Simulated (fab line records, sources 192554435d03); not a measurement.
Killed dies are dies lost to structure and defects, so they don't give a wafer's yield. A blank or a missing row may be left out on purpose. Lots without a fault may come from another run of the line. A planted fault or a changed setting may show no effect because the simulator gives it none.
Chamber matching | flow n5_finfet | N5_FIN_SAQP_SPACER2_ALD_28 on ald_sin-03: 4 sister chambers
The step deposits SiO2, target thk 8.1 nm, pulse time 1 s, purge time 2 s. 8 wafers are shown with their chamber, then 11 later ones without.

WAFERS WITH THEIR CHAMBER
wafer  | chamber | heater_power_w (W) | precursor_pulse_height_rel
L077.3 | 2       | 516                | 1.005
L078.6 | 1       | 427                | 1.014
L081.2 | 2       | 530                | 1.000
L081.5 | 1       | 426                | 1.009
L082.2 | 3       | 459                | 1.026
L082.5 | 3       | 457                | 1.023
L082.6 | 0       | 578                | 0.948
L087.1 | 0       | 531                | 1.026

WAFERS WITHOUT THEIR CHAMBER
wafer  | heater_power_w (W) | precursor_pulse_height_rel
L087.3 | 456                | 1.024
L087.5 | 520                | 0.992
L089.3 | 520                | 0.938
L089.4 | 428                | 1.006
L089.6 | 539                | 0.988
L094.2 | 422                | 1.017
L094.5 | 532                | 0.998
L094.6 | 455                | 1.006
L097.1 | 428                | 1.011
L097.2 | 457                | 0.948
L097.5 | 534                | 0.959

WHICH CHAMBER EACH WENT THROUGH
wafer  | from the rows above          | in truth
L087.3 | can't be placed: 3 or 1      | 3
L087.5 | can't be placed: 2 or 0      | 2
L089.3 | can't be placed: 2 or 0      | 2
L089.4 | can't be placed: 1 or 3      | 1
L089.6 | can't be placed: 0 or 2      | 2
L094.2 | can't be placed: 1 or 3      | 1
L094.5 | can't be placed: 2 or 0      | 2
L094.6 | can't be placed: 3 or 1      | 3
L097.1 | can't be placed: 1 or 3      | 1
L097.2 | can't be placed: 3 or 1 or 2 | 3
L097.5 | can't be placed: 0 or 2      | 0
Placed correctly: 0 of 11. Can't be placed from these rows: 11 (the true chamber is among the candidates in 11). Placed wrongly: 0.
How it was worked out, from the rows above alone: a wafer's distance from a chamber is the root of the sum, over the readings, of the square of ((its reading less the chamber's mean) divided by the reading's scatter). The wafer belongs to the nearest chamber; if the next one is less than 2 further off, it can't be placed. A chamber's mean is the mean of its shown wafers. The scatter: the root of (the sum of the squares of (reading less its chamber's mean) over the shown wafers, divided by (wafers less chambers)).
